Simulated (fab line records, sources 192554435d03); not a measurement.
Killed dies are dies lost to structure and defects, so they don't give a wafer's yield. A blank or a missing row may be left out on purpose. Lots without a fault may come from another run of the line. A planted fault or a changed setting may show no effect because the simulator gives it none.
Split-lot experiment | flow n5_finfet | 7 lots, 21 wafers read, on a route of 1938 steps

THE SPLIT
At N5_BEOL_M7_ETCH_41 (etches SiCN in CH3F/O2, target depth 31.9 nm, time 57.8 s), the setting source_w was moved away from the recipe's 395 W on 8 of the 21 wafers read, by -16.6% to +16.3%. The other wafers ran this setting at the recipe's value.

The reading is taken at the split's own step.

THE READING
rf_vpp_V, in V, at N5_BEOL_M7_ETCH_41 (etches SiCN in CH3F/O2, target depth 31.9 nm, time 57.8 s). Fault-free wafers of this fab line usually give 297.9 V, standard deviation 1.6 V.

wafer  | tool, chamber at the split | source_w as run, W | against the recipe | rf_vpp_V, V | against lot-mates on the recipe
L080.2 | rie_diel-02, 0             | 459.2              | +16.3%             | 280.1       | -16.8
L080.3 | rie_diel-02, 2             | 395                | recipe             | 296.9       | -
L080.6 | rie_diel-02, 2             | 459.2              | +16.3%             | 284.6       | -12.3
L074.2 | rie_diel-06, 3             | 395                | recipe             | 296.1       | -
L074.4 | rie_diel-06, 1             | 395                | recipe             | 300.3       | -
L074.5 | rie_diel-06, 1             | 395                | recipe             | 300.1       | -
L083.2 | rie_diel-04, 2             | 453.4              | +14.8%             | 285.1       | -14.1
L083.5 | rie_diel-04, 0             | 395                | recipe             | 300.1       | -
L083.6 | rie_diel-04, 2             | 395                | recipe             | 298.4       | -
L084.1 | rie_diel-04, 2             | 395                | recipe             | 298.7       | -
L084.2 | rie_diel-04, 0             | 395                | recipe             | 298.9       | -
L084.3 | rie_diel-04, 3             | 453.8              | +14.9%             | 284.7       | -14.1
L087.2 | rie_diel-06, 0             | 395                | recipe             | 297.2       | -
L087.4 | rie_diel-06, 2             | 435.8              | +10.3%             | 288.6       | -9.4
L087.5 | rie_diel-06, 2             | 395                | recipe             | 298.9       | -
L092.2 | rie_diel-02, 1             | 395                | recipe             | 296.2       | -
L092.4 | rie_diel-02, 2             | 395                | recipe             | 297.7       | -
L092.6 | rie_diel-02, 2             | 354.3              | -10.3%             | 310.4       | +13.4
L094.1 | rie_diel-04, 1             | 395                | recipe             | 297.4       | -
L094.4 | rie_diel-04, 2             | 329.5              | -16.6%             | 318.4       | +21.0
L094.5 | rie_diel-04, 2             | 329.5              | -16.6%             | 317.6       | +20.2

THE FIT
A straight line over all 21 wafers: rf_vpp_V changes by -1.05 V for each +1% of source_w; r = -0.99; the points scatter about the line by 1.7 V.
The same after taking each lot's own level away (the mean of its wafers on the recipe; 21 wafers): -1.06 V for each +1%; r = -0.99; scatter 1.7 V.
On that fit, the largest move of source_w shifts the reading by 18 V.
The lots' own levels span 296.90 to 299.25 V, that is 1.5 times the standard deviation above.
So the lot-to-lot level changes the slope little: the two slopes agree.
Check: with one of the wafers moved furthest among these (-16.6%) left out of the fit, the line predicts +17.7 V for it against its lot-mates. It came out at +21 V against them.
Tool readings at the split's step, against how far the setting was moved: rf_vpp_V r = -0.99.

OTHER SPLITS ON THESE WAFERS
These wafers also went through other splits before the reading. Each is held against what the fit with the lots' levels taken away leaves over:
other split on the same wafers   | wafers away from the commonest value | r with rf_vpp_V (lot level and that fit taken away)
N5_BEOL_M2_ETCH_69 bias_w        | 7                                    | +0.04
N5_BEOL_M2_ETCH_70 source_w      | 6                                    | -0.25
N5_BEOL_M3_ETCH_70 time_s        | 6                                    | -0.07
N5_BEOL_M3_TRENCH_ETCH_37 time_s | 7                                    | -0.13
N5_BEOL_M5_COAT_66 spin_rpm      | 6                                    | +0.06
N5_BEOL_M5_COAT_22 spin_rpm      | 3                                    | -0.13
N5_BEOL_M7_DESCUM_33 time_s      | 6                                    | -0.09

THE FILE'S OWN FIT
rf_vpp_V changes by -1.04 V for each +1% of source_w, r = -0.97.
